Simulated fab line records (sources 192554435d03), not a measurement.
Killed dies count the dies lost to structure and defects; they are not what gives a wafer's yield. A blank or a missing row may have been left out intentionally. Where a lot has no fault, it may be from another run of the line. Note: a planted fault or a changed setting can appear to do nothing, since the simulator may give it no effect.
2 desks, one fault :: flow n5-finfet :: each desk has only its own numbers; what lay behind them comes last

METROLOGY DESK
What the gauges read for every lot (on any tool): the sampled wafers with a number, averaged. Marked OUT: a lot whose mean sits more than 4 standard deviations from the usual mean, which makes it out of limits; the brackets give that distance. Readings shown: 7 out of 11 (the first out of limits, and those lying furthest out on some lot).
Columns: A = trench-depth-nm at N5_FIN_SAQP_OCD_MEAS_76, usual 121 nm; B = IOFF_P at N5_BEOL_M4_RC_MEAS_101, usual 0.21 nA/um; C = ION_P at N5_BEOL_M4_RC_MEAS_101, usual 462 uA/um; D = SS_N at N5_BEOL_M4_RC_MEAS_101, usual 71.5 mV/dec; E = SS_P at N5_BEOL_M4_RC_MEAS_101, usual 73.2 mV/dec; F = VT_N at N5_BEOL_M4_RC_MEAS_101, usual 250 mV; G = VT_P at N5_BEOL_M4_RC_MEAS_101, usual -251 mV
lot: L562
first seen here: day 2 21:43
A: 124
B: 0.21
C: 459
D: 72.8
E: 73.4
F: 252
G: -251

lot: L563
first seen here: day 3 04:26
A: 120
B: 0.19
C: 450
D: 71.6
E: 73.6
F: 251
G: -254

lot: L565
first seen here: day 3 14:13
A: 100 (-5.9) OUT
B: 0.18
C: 470
D: 70.0
E: 72.4
F: 252
G: -250

lot: L566
first seen here: day 3 20:44
A: 94 (-7.9) OUT
B: 0.20
C: 460
D: 72.1
E: 73.5
F: 248
G: -251

lot: L567
first seen here: day 4 01:35
A: 118
B: 0.23
C: 477
D: 70.5
E: 72.7
F: 246
G: -247

lot: L569
first seen here: day 4 13:35
A: 110
B: 0.21
C: 460
D: 71.5
E: 73.4
F: 248
G: -251

lot: L577
first seen here: day 6 15:56
A: 118
B: 0.24
C: 469
D: 71.2
E: 73.2
F: 249
G: -249

lot: L578
first seen here: day 6 21:29
A: 124
B: 0.23
C: 456
D: 71.7
E: 73.1
F: 246
G: -250

lot: L579
first seen here: day 7 01:51
A: 121
B: 0.19
C: 465
D: 71.0
E: 72.6
F: 253
G: -252

lot: L580
first seen here: day 7 08:42
A: 122
B: 0.23
C: 462
D: 71.6
E: 73.5
F: 251
G: -250

lot: L581
first seen here: day 7 13:37
A: 127
B: 0.16
C: 462
D: 71.1
E: 72.3
F: 256
G: -254
Finding of this desk: L565, L566 out of limits; the first was L565 at day 3 14:13, on trench-depth-nm at N5_FIN_SAQP_OCD_MEAS_76. L562, L563, L567, L569, L577, L578, L579, L580, L581: within limits.

TOOL OWNER'S DESK, rie-si-04
The tool's own readings at N5_FIN_SAQP_FIN_ETCH_36 (etches the open film in HBr/Cl2/O2, target depth 120 nm, time 50.4 s): means of the sampled wafers that have a number, for each lot that ran on this tool. Marked OUT: a lot whose mean sits more than 4 standard deviations from the usual mean, which makes it out of limits; the brackets give that distance.
Columns: A = O2_flow_sccm at N5_FIN_SAQP_FIN_ETCH_36, usual 12.00 sccm; B = drypump-motor-current-A at N5_FIN_SAQP_FIN_ETCH_36, usual 5.8 A; C = oes-product-au at N5_FIN_SAQP_FIN_ETCH_36, usual 1.014 a.u.; D = throttle-valve-pct at N5_FIN_SAQP_FIN_ETCH_36, usual 36.1 %
lot: L562
first seen here: day 2 21:29
A: 11.99
B: 5.5
C: 1.036
D: 36.1

lot: L563
first seen here: day 3 04:13
A: 12.02
B: 5.9
C: 1.013
D: 36.1

lot: L565
first seen here: day 3 13:59
A: 11.98
B: 5.4
C: 0.889 (-4.8) OUT
D: 36.7

lot: L566
first seen here: day 3 20:30
A: 12.00
B: 5.7
C: 0.859 (-6.0) OUT
D: 35.9

lot: L569
first seen here: day 4 13:22
A: 11.98
B: 5.6
C: 0.950
D: 36.2

lot: L578
first seen here: day 6 21:16
A: 12.00
B: 5.6
C: 1.035
D: 36.2

lot: L579
first seen here: day 7 01:38
A: 12.04
B: 5.9
C: 1.017
D: 36.3

lot: L581
first seen here: day 7 13:26
A: 11.95
B: 5.6
C: 1.052
D: 36.1
Finding of this desk: L565, L566 out of limits; the first was L565 at day 3 13:59, on oes-product-au at N5_FIN_SAQP_FIN_ETCH_36. L562, L563, L569, L578, L579, L581: within limits.

PUT TOGETHER
The tool owner's desk could have raised an alarm at day 3 13:59, on L565, L566.
At day 3 14:13 the metrology desk could have sounded an alarm, on L565, L566.
Every lot named ran N5_FIN_SAQP_FIN_ETCH_36 on rie-si-04.

WHAT HAD BEEN PUT IN BY THE SIMULATOR
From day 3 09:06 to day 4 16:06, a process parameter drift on rie-si-04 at N5_FIN_SAQP_FIN_ETCH_36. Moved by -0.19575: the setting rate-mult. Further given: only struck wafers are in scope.
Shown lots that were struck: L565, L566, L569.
Fault start to first reading out of limits, in hours, per desk: tool owner, 5; metrology, 5.
